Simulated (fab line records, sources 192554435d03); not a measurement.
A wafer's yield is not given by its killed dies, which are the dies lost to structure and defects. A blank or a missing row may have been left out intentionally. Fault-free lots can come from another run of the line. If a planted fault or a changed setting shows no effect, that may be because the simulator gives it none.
Problem report in the 8D (eight disciplines) form, filled by code -- flow n5 finfet -- the parts of the form that need people (team, actions taken, sign-off) are left out

## 1. THE PROBLEM
Mean of overpolish run s at N5_BEOL_M10_CMP_52: 4.995 s across 2 wafers in 2 lots; on wafers with no fault it is 7.001 s (standard deviation 0.0089). That is -99 or more standard deviations from the usual mean.
The step: polishes, stops on SiCOH lowk, t overpolish 7 s, target thk 140 nm.
Seen first at day 11 21:52 on cmp-02, wafer L920.5. The record has a number at this step for 30 wafers belonging to 10 lots. Rule for "out", or "out of limits": more than 4 standard deviations from the usual mean. The other wafers with a number count as sound.

## 2. WHAT IT IS, AND WHAT IT ISN'T
question,is,is not
which readings at this step,"overpolish run s, barrier field endpoint s",-
which lots,"L920, L921","L916, L917, L918, L919, L931, L932, L934, L937"
which wafers of those lots,"L920.5, L921.3","L920.2, L920.4, L921.4, L921.6"
read on which tools,"cmp-01, cmp-02",cmp-03
when,from day 11 21:52,"up to then (14 sound wafers); but 14 sound wafers of L921, L931, L932, L934, L937 came after"

## 3. SUSPECTS, AND WHAT RULES EACH OUT
Counting: if a tool at a process step up to the reading ran every lot that is out, it stays a suspect. Sound lots after the first of them don't rule it out here, since some wafers of a struck lot are sound.
- pecvd-02 at N5_BEOL_M10_PECVD_70 (deposits SiO2 from TEOS/O2, target thk 20 nm, time 22.7 s): kept. It processed each lot that is out (first: L920, day 11 16:31); up to then, its last sound lot is L919 (day 11 08:53).
- pvd sputter-02 at N5_BEOL_M10_SURFACE_TREAT_76: kept. It ran every lot that is out, first L920 (day 11 20:56).
After counting, pecvd-02 at N5_BEOL_M10_PECVD_70 and pvd sputter-02 at N5_BEOL_M10_SURFACE_TREAT_76 remain.

## 4. THE CAUSE (what the simulator had put in)
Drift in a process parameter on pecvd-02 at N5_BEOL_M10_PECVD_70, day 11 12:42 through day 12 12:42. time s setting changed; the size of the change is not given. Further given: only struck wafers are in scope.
After counting, 2 suspects remain, this tool included.

## 5. SEQUENCE OF EFFECTS, ordered by route
Each row: a reading where the mean over the struck wafers with a number is more than 3 standard deviations away from the usual. Only readings for which the record gives a usual standard deviation are gone through. hours: the time from each lot's start at the first step in this table that gives one to its start at this step, as a median over the lots. sigmas: the change in usual standard deviations.
hours,step,reading,usual,on struck wafers,change,sigmas
0,N5_BEOL_M10_CMP_52,barrier field endpoint s,28.6 s,42.1,+13.5,+15
0,N5_BEOL_M10_CMP_52,overpolish run s,7.001 s,4.995,-2.006,-99 or more
Process steps it contains:
- N5_BEOL_M10_CMP_52: polishes, stops on SiCOH lowk, t overpolish 7 s, target thk 140 nm.

## 6. HOW IT WOULD HAVE BEEN CAUGHT EARLIER
In this record no reading fell out of limits until day 11 21:52, 9 hours after the fault had begun at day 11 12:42.
An alarm limit of 4 standard deviations would not have fired on the tool readings at N5_BEOL_M10_PECVD_70 for which the record gives a usual standard deviation, since none of them was out on any struck wafer.
All the lots that are out (2) had begun N5_BEOL_M10_PECVD_70 on pecvd-02 by day 11 21:52. Holding the tool at that point would not have protected any of them.
